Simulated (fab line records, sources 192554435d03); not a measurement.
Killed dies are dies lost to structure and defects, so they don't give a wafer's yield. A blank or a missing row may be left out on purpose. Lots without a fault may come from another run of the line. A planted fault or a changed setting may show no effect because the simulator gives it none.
Split-lot experiment | flow n5_finfet | 7 lots, 39 wafers read, on a route of 1938 steps

THE SPLIT
At N5_PMOS_HMC_CHANNEL_EPI_EPI_20 (deposits SiGe30, target thk 59 nm), the setting pressure_torr was moved away from the recipe's 20 Torr on 30 of the 39 wafers read, by -15.4% to +13.1%. The other wafers ran this setting at the recipe's value.

The reading is taken at the split's own step.

THE READING
SiGe30_of_PMOS_HMC_CHANNEL_EPI_EPI_20.thk_nm (the simulator's own value, which no gauge read), in nm, at N5_PMOS_HMC_CHANNEL_EPI_EPI_20 (deposits SiGe30, target thk 59 nm). The file gives no usual value for it. The 9 wafers here that ran the recipe average 59.12 nm, standard deviation 0.25 nm.

wafer  | tool, chamber at the split | pressure_torr as run, Torr | against the recipe | SiGe30_of_PMOS_HMC_CHANNEL_EPI_EPI_20.thk_nm, nm | against lot-mates on the recipe
L079.1 | epi_rpcvd-02, 0            | 20                         | recipe             | 59.53                                            | -
L079.2 | epi_rpcvd-02, 0            | 20                         | recipe             | 59.05                                            | -
L079.3 | epi_rpcvd-02, 0            | 20                         | recipe             | 59.21                                            | -
L079.4 | epi_rpcvd-02, 0            | 20                         | recipe             | 58.73                                            | -
L079.5 | epi_rpcvd-02, 0            | 20                         | recipe             | 58.94                                            | -
L079.6 | epi_rpcvd-02, 0            | 20                         | recipe             | 59.03                                            | -
L083.1 | epi_rpcvd-02, 0            | 22.61                      | +13.1%             | 62.04                                            | no lot-mate on the recipe
L083.2 | epi_rpcvd-02, 0            | 22.61                      | +13.1%             | 61.29                                            | no lot-mate on the recipe
L083.3 | epi_rpcvd-02, 0            | 22.61                      | +13.1%             | 61.63                                            | no lot-mate on the recipe
L083.4 | epi_rpcvd-02, 0            | 22.61                      | +13.1%             | 61.32                                            | no lot-mate on the recipe
L083.5 | epi_rpcvd-02, 0            | 22.61                      | +13.1%             | 61.96                                            | no lot-mate on the recipe
L083.6 | epi_rpcvd-02, 0            | 22.61                      | +13.1%             | 61.34                                            | no lot-mate on the recipe
L085.1 | epi_rpcvd-01, 0            | 17.4                       | -13.0%             | 56.27                                            | no lot-mate on the recipe
L085.2 | epi_rpcvd-01, 0            | 17.4                       | -13.0%             | 55.51                                            | no lot-mate on the recipe
L085.3 | epi_rpcvd-01, 0            | 17.4                       | -13.0%             | 55.16                                            | no lot-mate on the recipe
L085.4 | epi_rpcvd-01, 0            | 17.4                       | -13.0%             | 55.9                                             | no lot-mate on the recipe
L085.5 | epi_rpcvd-01, 0            | 17.4                       | -13.0%             | 55.59                                            | no lot-mate on the recipe
L085.6 | epi_rpcvd-01, 0            | 17.4                       | -13.0%             | 55.63                                            | no lot-mate on the recipe
L089.1 | epi_rpcvd-04, 0            | 18                         | -10.0%             | 58.97                                            | no lot-mate on the recipe
L089.2 | epi_rpcvd-04, 0            | 18                         | -10.0%             | 58.6                                             | no lot-mate on the recipe
L089.3 | epi_rpcvd-04, 0            | 18                         | -10.0%             | 58.36                                            | no lot-mate on the recipe
L089.4 | epi_rpcvd-04, 0            | 18                         | -10.0%             | 58.3                                             | no lot-mate on the recipe
L089.5 | epi_rpcvd-04, 0            | 18                         | -10.0%             | 58.1                                             | no lot-mate on the recipe
L089.6 | epi_rpcvd-04, 0            | 18                         | -10.0%             | 57.48                                            | no lot-mate on the recipe
L091.1 | epi_rpcvd-01, 0            | 21.23                      | +6.2%              | 60.64                                            | no lot-mate on the recipe
L091.2 | epi_rpcvd-01, 0            | 21.23                      | +6.2%              | 60.89                                            | no lot-mate on the recipe
L091.3 | epi_rpcvd-01, 0            | 21.23                      | +6.2%              | 60.32                                            | no lot-mate on the recipe
L091.4 | epi_rpcvd-01, 0            | 21.23                      | +6.2%              | 60.9                                             | no lot-mate on the recipe
L091.5 | epi_rpcvd-01, 0            | 21.23                      | +6.2%              | 60.55                                            | no lot-mate on the recipe
L091.6 | epi_rpcvd-01, 0            | 21.23                      | +6.2%              | 60.74                                            | no lot-mate on the recipe
L093.2 | epi_rpcvd-01, 0            | 20                         | recipe             | 58.97                                            | -
L093.4 | epi_rpcvd-01, 0            | 20                         | recipe             | 59.11                                            | -
L093.6 | epi_rpcvd-01, 0            | 20                         | recipe             | 59.51                                            | -
L097.1 | epi_rpcvd-01, 0            | 16.91                      | -15.4%             | 55.4                                             | no lot-mate on the recipe
L097.2 | epi_rpcvd-01, 0            | 16.91                      | -15.4%             | 55.63                                            | no lot-mate on the recipe
L097.3 | epi_rpcvd-01, 0            | 16.91                      | -15.4%             | 56.13                                            | no lot-mate on the recipe
L097.4 | epi_rpcvd-01, 0            | 16.91                      | -15.4%             | 56.06                                            | no lot-mate on the recipe
L097.5 | epi_rpcvd-01, 0            | 16.91                      | -15.4%             | 55.77                                            | no lot-mate on the recipe
L097.6 | epi_rpcvd-01, 0            | 16.91                      | -15.4%             | 55.83                                            | no lot-mate on the recipe

THE FIT
A straight line over all 39 wafers: SiGe30_of_PMOS_HMC_CHANNEL_EPI_EPI_20.thk_nm changes by +0.206 nm for each +1% of pressure_torr; r = +0.95; the points scatter about the line by 0.68 nm.
Too few moved wafers have a lot-mate on the recipe to fit a line with each lot's own level taken away.

THE FILE'S OWN FIT
SiGe30_of_PMOS_HMC_CHANNEL_EPI_EPI_20.thk_nm changes by +0.206 nm for each +1% of pressure_torr, r = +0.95.
